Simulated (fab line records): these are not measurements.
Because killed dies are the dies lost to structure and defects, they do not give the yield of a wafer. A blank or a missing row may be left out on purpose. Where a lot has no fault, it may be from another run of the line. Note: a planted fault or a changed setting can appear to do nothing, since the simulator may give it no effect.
Which tool was responsible? + flow nandHarc + 42 wafers from 14 lots sampled at 4 of the route's 1302 steps

WHAT THE GAUGES READ, wafer by wafer
NHARC_P_M0_CD_MEAS_09: the cd target is 90 nm. Usual: cdNm reads 90.0 nm (standard deviation 0.51).
| lot  | measured     | on       | cdNm (nm)      | flag |
|------|--------------|----------|----------------|------|
| L424 | day 5 22:31  | cdSem-03 | 89.8 89.7 90.0 |      |
| L425 | day 6 16:23  | cdSem-03 | 89.4 89.2 89.2 |      |
| L426 | day 6 19:01  | cdSem-03 | 90.1 89.4 90.1 |      |
| L427 | day 7 12:22  | cdSem-01 | 89.6 89.3 90.0 |      |
| L428 | day 7 19:28  | cdSem-02 | 89.7 90.9 90.1 |      |
| L429 | day 8 00:07  | cdSem-01 | 89.9 90.2 89.5 |      |
| L430 | day 8 12:05  | cdSem-01 | 89.7 89.5 90.3 |      |
| L437 | day 11 09:06 | cdSem-03 | 90.3 71.4 71.3 | OFF  |
| L440 | day 12 16:45 | cdSem-01 | 90.2 90.8 71.2 | OFF  |
| L442 | day 13 16:55 | cdSem-03 | 90.1 90.6 90.8 |      |
| L444 | day 14 04:49 | cdSem-03 | 89.8 89.4 89.6 |      |
| L445 | day 14 22:28 | cdSem-03 | 90.4 89.9 90.7 |      |
| L446 | day 15 03:53 | cdSem-01 | 89.6 89.4 90.3 |      |
| L447 | day 15 13:30 | cdSem-03 | 90.1 90.1 90.7 |      |

NHARC_P_M0_OVL_MEAS_10: pitch 180 nm. Usual: overlayXNm 0.1 nm, standard deviation 0.85; overlayYNm 0.0 nm, standard deviation 0.91.
| lot  | measured     | on         | overlayXNm (nm) | overlayYNm (nm) | flag |
|------|--------------|------------|-----------------|-----------------|------|
| L424 | day 5 22:37  | overlay-02 | -0.3 0.6 0.4    | -1.0 -0.6 -0.8  |      |
| L425 | day 6 16:28  | overlay-01 | 1.1 0.4 0.3     | -0.3 -0.3 -0.5  |      |
| L426 | day 6 19:05  | overlay-01 | -0.9 -0.4 -0.4  | -0.9 -0.8 -0.4  |      |
| L427 | day 7 12:28  | overlay-01 | -0.7 -0.2 0.1   | 0.3 0.3 0.6     |      |
| L428 | day 7 19:33  | overlay-01 | 1.8 1.7 2.0     | 0.3 1.2 0.6     |      |
| L429 | day 8 00:13  | overlay-02 | 0.3 0.1 -0.1    | -0.1 -0.4 -0.4  |      |
| L430 | day 8 12:11  | overlay-02 | 0.3 1.0 0.8     | -1.2 -0.5 -1.1  |      |
| L437 | day 11 09:11 | overlay-02 | 0.3 0.8 -0.1    | 0.1 0.1 0.6     |      |
| L440 | day 12 16:50 | overlay-02 | 0.7 0.7 1.7     | 0.8 0.9 0.8     |      |
| L442 | day 13 17:00 | overlay-01 | -0.8 -0.5 -0.4  | 0.9 1.0 1.3     |      |
| L444 | day 14 04:55 | overlay-02 | 0.0 -0.4 0.3    | -0.5 -0.6 -0.6  |      |
| L445 | day 14 22:34 | overlay-01 | 0.9 1.0 1.2     | -0.5 -1.0 -0.5  |      |
| L446 | day 15 03:58 | overlay-01 | 0.1 0.3 0.8     | 1.2 0.6 0.3     |      |
| L447 | day 15 13:35 | overlay-01 | -1.2 -1.4 -1.6  | -1.8 -2.0 -1.3  |      |

NHARC_P_M0_INSPECT_11. Usual: rawDefectCount reads 4.7 (standard deviation 2.9).
| lot  | measured     | on               | rawDefectCount | flag |
|------|--------------|------------------|----------------|------|
| L424 | day 5 22:38  | defectInspect-01 | 3 5 6          |      |
| L425 | day 6 16:30  | defectInspect-01 | 5 3 2          |      |
| L426 | day 6 19:07  | defectInspect-01 | 8 10 12        |      |
| L427 | day 7 12:29  | defectInspect-02 | 1 1 5          |      |
| L428 | day 7 19:35  | defectInspect-01 | 14 7 10        |      |
| L429 | day 8 00:15  | defectInspect-02 | 2 1 1          |      |
| L430 | day 8 12:13  | defectInspect-01 | 2 0 6          |      |
| L437 | day 11 09:13 | defectInspect-01 | 2 6 7          |      |
| L440 | day 12 16:53 | defectInspect-02 | 7 5 4          |      |
| L442 | day 13 17:02 | defectInspect-01 | 6 4 2          |      |
| L444 | day 14 04:57 | defectInspect-02 | 8 6 4          |      |
| L445 | day 14 22:35 | defectInspect-01 | 5 3 3          |      |
| L446 | day 15 04:00 | defectInspect-01 | 3 7 4          |      |
| L447 | day 15 13:38 | defectInspect-02 | 2 3 3          |      |

WHICH TOOL RAN EACH LOT (tool, then ch and the chambers of the sampled wafers, then the start)
| lot  | NHARC_P_M0_PEB_07                |
|------|----------------------------------|
| L424 | lithoTrack-01 ch 0, day 5 22:26  |
| L425 | lithoTrack-01 ch 0, day 6 16:17  |
| L426 | lithoTrack-01 ch 0, day 6 18:55  |
| L427 | lithoTrack-06 ch 0, day 7 12:17  |
| L428 | lithoTrack-04 ch 0, day 7 19:23  |
| L429 | lithoTrack-01 ch 0, day 8 00:02  |
| L430 | lithoTrack-04 ch 0, day 8 12:01  |
| L437 | lithoTrack-01 ch 0, day 11 09:01 |
| L440 | lithoTrack-01 ch 0, day 12 16:40 |
| L442 | lithoTrack-06 ch 0, day 13 16:50 |
| L444 | lithoTrack-04 ch 0, day 14 04:44 |
| L445 | lithoTrack-04 ch 0, day 14 22:23 |
| L446 | lithoTrack-06 ch 0, day 15 03:48 |
| L447 | lithoTrack-06 ch 0, day 15 13:25 |
- NHARC_P_M0_PEB_07: peb time 65 s.

AS READ BY THE TOOLS THEMSELVES (means over the sampled wafers that have a number; for cases with no such wafer, the mark the record gives instead)
NHARC_P_M0_PEB_07. Usual: heaterPowerTotalW reads 156.6 W (standard deviation 0.45).
| lot  | tool          | heaterPowerTotalW (W) | flag |
|------|---------------|-----------------------|------|
| L424 | lithoTrack-01 | 156.6                 |      |
| L425 | lithoTrack-01 | 156.5                 |      |
| L426 | lithoTrack-01 | 156.4                 |      |
| L427 | lithoTrack-06 | 156.5                 |      |
| L428 | lithoTrack-04 | 156.5                 |      |
| L429 | lithoTrack-01 | 156.6                 |      |
| L430 | lithoTrack-04 | 156.8                 |      |
| L437 | lithoTrack-01 | 188.9                 | OFF  |
| L440 | lithoTrack-01 | 172.7                 | OFF  |
| L442 | lithoTrack-06 | 156.7                 |      |
| L444 | lithoTrack-04 | 156.5                 |      |
| L445 | lithoTrack-04 | 156.6                 |      |
| L446 | lithoTrack-06 | 157.0                 |      |
| L447 | lithoTrack-06 | 156.6                 |      |

THE ANSWER, worked out from the rows above alone
Rule: lot off if the mean of its wafers having a number is beyond 3 standard deviations from the usual mean. Also off: a lot with no number at a reading for which 4 or more lots have one. Where the step has rows for the other lots, those lots are counted as sound. After the gauges, taken in route order, come the tools' own readings; for these a lot's mean is taken, as printed above. The first step at which some lot is off is used, and at that step the reading that is off furthest; a lot without a number counts as furthest.
Off, at NHARC_P_M0_CD_MEAS_09 on cdNm: L437, L440.
If a tool, at a process step before that reading, ran all the lots that are off and no sound lot after the first of them, it fits. The gauges at NHARC_P_M0_CD_MEAS_09 aren't tried: what is off there is off at NHARC_P_M0_PEB_07 too, on other tools, and a gauge's error can't cause that. One candidate fits, namely lithoTrack-01 at NHARC_P_M0_PEB_07. A fault onset in the window from L429 (day 8 00:02, its last sound lot) to L437 (day 11 09:01, its first lot off) fits.
On the lots that are off, the tool's own readings at NHARC_P_M0_PEB_07 differ by more than 5 times the standard deviation of the sound lots' means, which bears it out; heaterPowerTotalW reads 180.8 W there versus 156.6 W on the sound lots.

WHAT THE SIMULATOR HAD PUT IN
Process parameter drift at NHARC_P_M0_PEB_07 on lithoTrack-01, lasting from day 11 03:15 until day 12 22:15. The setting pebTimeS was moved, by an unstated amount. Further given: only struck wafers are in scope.
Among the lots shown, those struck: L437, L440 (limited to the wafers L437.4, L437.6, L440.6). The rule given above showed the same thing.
